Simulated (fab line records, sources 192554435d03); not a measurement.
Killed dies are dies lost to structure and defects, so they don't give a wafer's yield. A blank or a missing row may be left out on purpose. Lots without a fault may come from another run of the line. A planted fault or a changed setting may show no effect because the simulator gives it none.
fab line records | flow n5_finfet
record lots=9 wafers=26 last_day=19
route steps=1938 shown BEOL_M0_SAQP@662 BEOL_M4@1111 PASSIVATION@1936
lots that met no fault: from a run of the same line without faults
start_h: hours from the record's first day to the start of the lot's first wafer shown | wait_h: hours since the lot's step before | " the same as in the row above | L1.1+2: a row that stands for several wafers | - no value, or no start given | * or withheld: withheld | < > ~ a bound
route shown NAME@n: a module of which the file shows steps, and the number in the route of the first | usual: mean/standard deviation of fault-free wafers | same: alike in all rows | chamber/n: place in a boat | sites: the reading at each site | _std_site: their standard deviation | _edge_site: outer sites' mean less inner sites' | radius_mm: how far each site lies from the wafer's centre | mask NAME#n: copy n | behind: the tool/chamber that last shaped the wafer | hold: why the lot was held/for how many hours/how that ended | device: the transistor (n, p or np) that didn't switch | end of line: the same wafers' tests at the end of the route | a step without rows: its recipe alone | killed: dies lost to structure and defects at the first sort, not the wafer's yield | map: a wafer's dies, x killed, . not, _ none there
set.NAME: the setting as run; set.NAME@STEP: as run at that earlier step | model.NAME: the simulator's own value behind a step, which no gauge read
steps of the route over a sample of lots; a table a step, a row a wafer
services: from which hour (start_h, from the record's first day; less than 0 if before it) a tool's chamber was out of use, for how many hours, and why
## steps
# step N5_BEOL_M0_SAQP_RECESS_114
# recipe chemistry=HF/NH3 target=SiO2 target_depth_a=144 afs_cycles=3 temp_c=30 sublimation_temp_c=180 sublimation_time_s=60
# usual drypump_motor_current_A=5.4/0.32
# columns lot.wafer tool chamber start_h wait_h drypump_motor_current_A
L401.1 vapor_etch-02 1 122.82 0.0 5.7
L401.4 " 1 " " 5.6
L401.5 " 0 " " 5.0
L403.1 vapor_etch-01 1 142.50 0.0 5.1
L403.2 " 0 " " 5.6
L403.3 " 1 " " 5.1
L409.1 vapor_etch-02 1 171.40 0.0 5.7
L409.4 " 0 " " 5.0
L409.6 " 1 " " 5.7
L411.2 vapor_etch-02 0 177.95 0.0 5.0
L411.3 " 0 " " 5.0
L416.3 vapor_etch-02 1 210.10 0.2 5.7
L416.4 " 0 " " 5.0
L416.6 " 0 " " 5.0
L417.4 vapor_etch-02 0 221.45 0.1 5.0
L417.5 " 0 " " 5.0
L417.6 " 1 " " 5.7
L419.1 vapor_etch-02 1 234.10 0.0 5.7
L419.2 " 0 " " 5.0
L419.3 " 1 " " 5.7
L420.1 vapor_etch-02 1 243.00 0.0 5.7
L420.4 " 0 " " 5.0
L420.5 " 1 " " 5.7
L421.3 vapor_etch-01 1 248.85 0.1 5.1
L421.5 " 1 " " 5.1
L421.6 " 0 " " 5.7
# step N5_BEOL_M0_SAQP_SPACER2_ALD_26
# recipe material=SiO2 target_thk_a=150 temp_c=300 ald_precursor_family=BDEAS ald_co_reactant=O2-plasma pulse_time_s=1 purge_time_s=2 co_reactant_purge_time_s=2 pressure_torr=2
# usual heater_power_w=480/50 precursor_pulse_height_rel=1.002/0.019
# columns lot.wafer tool chamber start_h wait_h heater_power_w precursor_pulse_height_rel
L401.1 ald_sin-04 0 125.29 0.1 408 1.006
L401.4 " 3 " " 547 0.992
L401.5 " 1 " " 424 0.981
L403.1 ald_sin-03 2 144.76 0.1 468 1.006
L403.2 " 0 " " 461 0.997
L403.3 " 3 " " 425 1.014
L409.1 ald_sin-01 0 173.56 0.1 521 1.020
L409.4 " 1 " " 515 0.970
L409.6 " 3 " " 545 0.990
L411.2 ald_sin-04 3 182.99 1.7 552 1.023
L411.3 " 1 " " 425 0.984
L416.3 ald_sin-03 3 212.07 0.1 409 1.018
L416.4 " 1 " " 564 0.974
L416.6 " 0 " " 458 1.035
L417.4 ald_sin-01 0 223.68 0.1 518 0.978
L417.5 " 2 " " 465 1.020
L417.6 " 1 " " 511 0.992
L419.1 ald_sin-01 2 236.33 0.1 480 1.026
L419.2 " 0 " " 518 0.954
L419.3 " 1 " " 516 0.999
L420.1 ald_sin-01 0 245.65 0.1 508 1.000
L420.4 " 0 " " 529 1.031
L420.5 " 2 " " 466 1.030
L421.3 ald_sin-03 2 251.46 0.1 472 1.013
L421.5 " 1 " " 566 1.001
L421.6 " 0 " " 464 1.000
# step N5_BEOL_M0_SAQP_MANDREL2_REMOVE_110
# recipe chemistry=HBr/Cl2/O2 bt_time_s=10 target=a-Si stop_on=SiCN endpoint=OES-SiCl over_etch_frac=1 icp_w=600 bias_w=30 HBr_flow_sccm=150 Cl2_flow_sccm=80 O2_flow_sccm=5 pressure_mtorr=10
# usual HBr_flow_sccm=150.0/0.48 bias_w=30.00/0.085 drypump_motor_current_A=5.8/0.49 mfc_cl2_sccm=80.00/0.25 oes_product_au=1.000/0.017 throttle_valve_pct=36.57/0.26
# columns lot.wafer tool chamber start_h wait_h HBr_flow_sccm bias_w drypump_motor_current_A mfc_cl2_sccm oes_product_au rf_hours_counter_h throttle_valve_pct
L401.1 rie_si-03 0 125.96 0.1 150.7 30.09 5.5 80.21 1.009 65 36.94
L401.4 " 1 " " 150.2 29.93 6.0 79.66 1.012 194 36.24
L401.5 " 0 " " 151.1 30.00 5.5 79.93 1.008 - 36.93
L403.1 rie_si-01 2 145.40 0.1 150.9 30.09 6.2 80.02 1.002 140 36.67
L403.2 " 1 " " 150.1 29.94 5.4 80.33 1.022 3 36.76
L403.3 " 3 " " 151.4 30.15 6.6 79.98 0.987 6 36.00
L409.1 rie_si-03 1 174.28 0.1 150.0 30.03 6.0 79.73 0.963 0 36.28
L409.4 " 2 " " 150.1 30.04 6.7 80.31 0.987 4 36.77
L409.6 " 0 " " 149.4 29.97 5.5 79.93 1.017 - 36.93
L411.2 rie_si-01 0 183.63 0.1 149.9 30.07 5.7 79.95 1.009 29 36.43
L411.3 " 1 " " 149.4 30.09 5.4 80.01 1.033 4 36.74
L416.3 rie_si-03 1 212.75 0.1 149.9 29.94 6.0 79.97 0.952 1 36.26
L416.4 " 3 " " 150.6 29.87 5.4 79.93 1.017 183 36.39
L416.6 " 3 " " 150.6 29.92 5.4 80.14 1.021 - 36.38
L417.4 rie_si-01 1 224.32 0.1 149.8 29.99 5.4 80.15 1.009 4 36.73
L417.5 " 2 " " 149.2 30.11 6.2 79.64 1.007 - 36.65
L417.6 " 1 " " 150.1 29.97 5.4 79.90 1.006 - 36.75
L419.1 rie_si-03 1 236.96 0.1 150.4 30.05 6.0 79.67 0.962 1 36.29
L419.2 " 0 " " 150.0 30.07 5.4 80.02 1.010 67 36.93
L419.3 " 2 " " 149.5 30.12 6.7 80.01 0.981 5 36.76
L420.1 rie_si-05 3 246.80 0.1 149.9 30.09 5.4 80.13 1.001 140 36.83
L420.4 " 0 " " 149.8 30.02 5.9 80.27 0.990 158 36.59
L420.5 " 2 " " 150.4 29.99 5.8 79.67 0.995 - 36.39
L421.3 rie_si-01 2 252.22 0.1 150.3 30.04 6.2 80.05 1.017 142 36.65
L421.5 " 1 " " 149.6 30.10 5.4 80.24 1.016 - 36.74
L421.6 " 2 " " 149.3 30.02 6.2 79.77 1.008 - 36.66
# step N5_BEOL_M0_SAQP_CD_MEAS_29
# recipe target_cd_nm=14.4 landing_energy_ev=1000 detector=se_inlens
# usual cd_nm=14.98/0.22
# columns lot.wafer tool chamber start_h wait_h cd_nm
L401.1 cd_sem-03 0 126.07 0.1 15.25
L401.4 " 0 " " 15.17
L401.5 " 0 " " 14.82
L403.1 cd_sem-01 0 145.51 0.1 15.18
L403.2 " 0 " " 14.96
L403.3 " 0 " " 14.73
L409.1 cd_sem-02 0 174.39 0.1 15.09
L409.4 " 0 " " 14.66
L409.6 " 0 " " 14.69
L411.2 cd_sem-02 0 183.74 0.1 14.67
L411.3 " 0 " " 10.87
L416.3 cd_sem-03 0 212.87 0.1 15.20
L416.4 " 0 " " 14.72
L416.6 " 0 " " 15.32
L417.4 cd_sem-03 0 224.43 0.1 14.69
L417.5 " 0 " " 15.05
L417.6 " 0 " " 15.16
L419.1 cd_sem-03 0 237.07 0.1 14.94
L419.2 " 0 " " 14.48
L419.3 " 0 " " 14.59
L420.1 cd_sem-03 0 246.91 0.1 15.26
L420.4 " 0 " " 15.07
L420.5 " 0 " " 15.02
L421.3 cd_sem-02 0 252.33 0.1 14.99
L421.5 " 0 " " 14.77
L421.6 " 0 " " 14.80
# step N5_BEOL_M0_SAQP_CD_MEAS_40
# recipe target_cd_nm=30 landing_energy_ev=500 detector=se_inlens
# usual cd_nm=29.97/0.25
# columns lot.wafer tool chamber start_h wait_h cd_nm
L401.1 cd_sem-02 0 126.38 - 30.08
L401.4 " 0 " " 29.88
L401.5 " 0 " " 30.29
L403.1 cd_sem-03 0 145.82 - 30.20
L403.2 " 0 " " 29.81
L403.3 " 0 " " 30.01
L409.1 cd_sem-03 0 174.70 - 30.25
L409.4 " 0 " " 29.92
L409.6 " 0 " " 30.04
L411.2 cd_sem-02 0 184.04 - 30.11
L411.3 " 0 " " 29.67
L416.3 cd_sem-03 0 213.17 - 29.97
L416.4 " 0 " " 30.15
L416.6 " 0 " " 30.01
L417.4 cd_sem-02 0 224.74 - 29.87
L417.5 " 0 " " 29.92
L417.6 " 0 " " 29.50
L419.1 cd_sem-02 0 237.52 - 29.80
L419.2 " 0 " " 29.64
L419.3 " 0 " " 30.17
L420.1 cd_sem-02 0 247.22 - 29.51
L420.4 " 0 " " 29.26
L420.5 " 0 " " 29.66
L421.3 cd_sem-01 0 252.64 - 30.01
L421.5 " 0 " " 30.00
L421.6 " 0 " " 30.50
# step N5_BEOL_M4_RC_MEAS_101
# usual DIBL_N=35.1/1.6 DIBL_P=34.9/1.8 IOFF_N=0.143/0.026 IOFF_P=0.21/0.037 ION_N=671/11 ION_P=463/7.8 SS_N=71.2/0.58 SS_P=73.0/0.54 VT_N=251/3 VT_P=-250/4.1
# columns lot.wafer tool chamber start_h wait_h DIBL_N[mV/V] DIBL_P[mV/V] IOFF_N[nA/um] IOFF_P[nA/um] ION_N[uA/um] ION_P[uA/um] SS_N[mV/dec] SS_P[mV/dec] VT_N[mV] VT_P[mV]
L401.1 prober-02 0 191.28 0.0 32.9 32.2 0.110 0.18 663 462 69.8 72.5 255 -249
L401.4 " 0 " " 34.7 34.7 0.137 0.21 678 472 70.9 72.8 250 -248
L401.5 " 0 " " 35.1 35.1 0.147 0.22 680 464 71.3 72.7 252 -249
L403.1 prober-01 0 198.56 0.0 31.5 31.2 0.092 0.12 661 455 69.7 72.1 259 -260
L403.2 " 0 " " 35.8 35.1 0.149 0.16 655 450 71.0 72.9 251 -255
L403.3 " 0 " " 33.8 33.7 0.122 0.15 663 453 70.4 73.3 252 -256
L409.1 prober-01 0 246.28 0.0 32.3 30.9 0.105 0.15 663 458 70.3 72.7 255 -251
L409.4 " 0 " " 35.7 36.4 0.159 0.22 677 466 71.0 73.3 248 -246
L409.6 " 0 " " 34.8 34.2 0.141 0.19 673 463 70.4 73.2 251 -248
L411.2 prober-02 0 263.23 0.2 36.7 36.5 0.161 0.26 684 474 71.2 73.9 250 -244
L416.3 prober-01 0 286.94 0.3 35.7 35.6 0.147 0.19 670 459 71.4 73.1 250 -254
L416.4 " 0 " " 35.8 35.3 0.151 0.18 672 459 71.8 72.7 250 -255
L416.6 " 0 " " 34.8 34.3 0.132 0.18 679 464 71.2 72.9 251 -254
L417.4 prober-01 0 311.07 0.5 34.1 34.2 0.138 0.20 668 462 70.5 73.2 251 -247
L417.5 " 0 " " 34.5 33.9 0.140 0.19 670 459 71.0 73.2 253 -249
L417.6 " 0 " " 34.7 36.2 0.165 0.24 696 477 71.9 73.1 246 -246
L419.1 prober-01 0 330.80 0.0 34.3 33.8 0.121 0.19 656 450 71.3 72.6 253 -251
L419.2 " 0 " " 37.4 38.1 0.175 0.26 675 472 71.4 73.6 249 -247
L419.3 " 0 " " 36.3 36.9 0.154 0.23 674 472 71.2 72.7 251 -250
L420.1 prober-02 0 331.02 0.0 38.4 38.9 0.223 0.25 674 451 72.7 74.1 250 -248
L420.4 " 0 " " 33.5 34.8 0.133 0.19 675 461 70.7 72.9 252 -248
L420.5 " 0 " " 35.1 36.8 0.157 0.21 681 466 70.6 73.5 248 -252
L421.3 prober-01 0 339.92 0.9 37.5 36.4 0.162 0.26 673 469 71.4 73.5 252 -244
L421.5 " 0 " " 35.5 34.0 0.135 0.23 673 466 71.0 73.5 251 -247
L421.6 " 0 " " 36.4 35.6 0.157 0.25 677 476 71.7 74.0 250 -243
# step N5_PASSIVATION_PROBE_49
# usual defect_limited_yield=91.1/1.4 killed_at_M0_to_M3=36/11 killed_at_M4_up=14/5.2 killed_at_contacts=12/6.1 killed_at_front_end=40/12 killed_at_other=3.2/2.5 killed_dies=105/16 killed_on_rim=14/4.4 killed_open=68/12 killed_short=35/8.7 sort_bin_5_function=5.2/0.89 sort_bin_6_memory=3.3/0.66 sort_n_pass=1074/16 sort_yield_pct=91.1/1.4
# same gross_dies=1180 killed_at_back_side=0 sort_bin_4_leakage[%]=0 sort_bin_8_speed[%]=0
# columns lot.wafer tool chamber start_h wait_h defect_limited_yield[%] killed_at_M0_to_M3 killed_at_M4_up killed_at_contacts killed_at_front_end killed_at_other killed_dies killed_on_rim killed_open killed_short sort_bin_5_function[%] sort_bin_6_memory[%] sort_n_pass sort_yield_pct[%]
L411.2 prober-02 - 370.11 0.1 92.2 34 12 13 31 2 92 19 61 30 4.5 3.1 1088 92.2
L411.3 prober-02 - 370.16 0.1 0 1124 10 12 34 0 1180 152 52 30 4.4 2.5 0 0
L417.4 prober-02 - 434.54 0.2 91.7 29 13 13 42 1 98 13 65 31 4.7 3.1 1082 91.7
L417.5 prober-02 - 434.59 0.2 92.5 17 19 13 40 0 89 10 60 26 5.2 2.1 1091 92.5
L417.6 prober-02 - 434.64 0.3 92.1 15 15 16 42 5 93 9 52 34 5.2 2.5 1087 92.1
# killed by level:class
L411.2 BEOL_M3:geometric_particle:open=10 MOL_CONTACT_COAG:geometric_particle:open=9 FIN_SAQP:geometric_particle:open=8 BEOL_M0_SAQP:geometric_particle:short=8 STI_FIN_REVEAL:geometric_particle:open=7 BEOL_M2:geometric_particle:open=7 GATE_CUT:geometric_particle:open=5 MOL_CONTACT_COAG:geometric_particle:short=4
L411.3 BEOL_M0_SAQP:area_ald=1098 MOL_CONTACT_COAG:geometric_particle:open=11 GATE_CUT:geometric_particle:short=9 STI_FIN_REVEAL:geometric_particle:open=7 BEOL_M2:geometric_particle:open=6 BEOL_M0_SAQP:geometric_particle:short=6 BEOL_M4:geometric_particle:open=6 BEOL_M0_SAQP:geometric_particle:open=5
L417.4 STI_FIN_REVEAL:geometric_particle:open=10 MOL_CONTACT_COAG:geometric_particle:open=10 BEOL_M4:geometric_particle:open=8 BEOL_M0_SAQP:geometric_particle:short=8 FIN_SAQP:geometric_particle:short=7 BEOL_M2:geometric_particle:open=6 BEOL_M3:geometric_particle:open=6 FIN_SAQP:geometric_particle:open=5
L417.5 MOL_CONTACT_COAG:geometric_particle:open=12 DUMMY_GATE:geometric_particle:open=11 BEOL_M4:geometric_particle:open=11 GATE_CUT:geometric_particle:short=6 BEOL_M1:geometric_particle:short=4 FIN_SAQP:geometric_particle:open=3 STI_FIN_REVEAL:geometric_particle:open=3 GATE_CUT:geometric_particle:open=3
L417.6 MOL_CONTACT_COAG:geometric_particle:open=13 FIN_SAQP:geometric_particle:short=7 GATE_CUT:geometric_particle:short=7 FIN_SAQP:geometric_particle:open=6 STI_FIN_REVEAL:geometric_particle:open=5 DUMMY_GATE:geometric_particle:open=4 MOL_CONTACT_COAG:geometric_particle:short=3 BEOL_M1:geometric_particle:short=3
## services
# columns tool chamber start_h hours kind
ald_sin-01 0 99.44 - clean
ald_sin-01 1 99.44 - clean
ald_sin-01 2 99.44 - clean
ald_sin-01 3 99.44 - clean
ald_sin-04 - 118.54 6.1 pm
ald_sin-03 - 126.49 14.6 pm
rie_si-01 0 142.39 6.1 repair
rie_si-03 1 145.28 - clean
rie_si-03 1 145.28 25.2 scheduled_down
rie_si-03 1 145.28 25.2 vent_cycle
rie_si-03 3 147.09 4.6 repair
rie_si-03 0 167.12 1.8 repair
ald_sin-03 - 176.75 14.0 pm
ald_sin-03 - 190.75 6.0 pm
ald_sin-01 2 202.06 4.0 repair
rie_si-05 2 203.73 11.2 repair
ald_sin-04 - 220.72 0.4 repair
ald_sin-01 3 233.46 13.0 repair
ald_sin-01 - 235.12 0.7 repair
ald_sin-04 - 235.24 0.5 repair
ald_sin-03 3 245.65 11.3 repair
rie_si-03 0 246.75 6.8 repair
rie_si-03 - 247.11 2.8 pm
ald_sin-04 - 247.46 2.7 repair
## key
first_sign step=N5_BEOL_M0_SAQP_CD_MEAS_29 reading=cd_nm direction=down sigmas=18 usual=14.98 struck=10.87
effect step=N5_PASSIVATION_PROBE_49 reading=killed_at_M0_to_M3 direction=up sigmas=99+ usual=36 struck=1124
more_kills_born_at N5_BEOL_M0_SAQP_SPACER2_ALD_26@ald_sin-04=1098
met_at N5_BEOL_M0_SAQP_SPACER2_ALD_26
struck_lots L411
struck_wafers L411.3
later_rows_left_out L411.3
not_acting_at N5_BEOL_M0_SAQP_RECESS_114,N5_BEOL_M0_SAQP_MANDREL2_REMOVE_110,N5_BEOL_M0_SAQP_CD_MEAS_40
onset_between 125.29 182.99
fault kind=process_parameter_drift tool=ald_sin-04 chamber=- onset_h=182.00 steps=N5_BEOL_M0_SAQP_SPACER2_ALD_26 channel=target_thk_a offset=* shape=step end_h=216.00 scope=struck_wafers_only acts_in=* stated=*
# later_rows_left_out: the simulator's readings of these wafers behind a module that went badly wrong aren't trusted and aren't shown, but for the sort
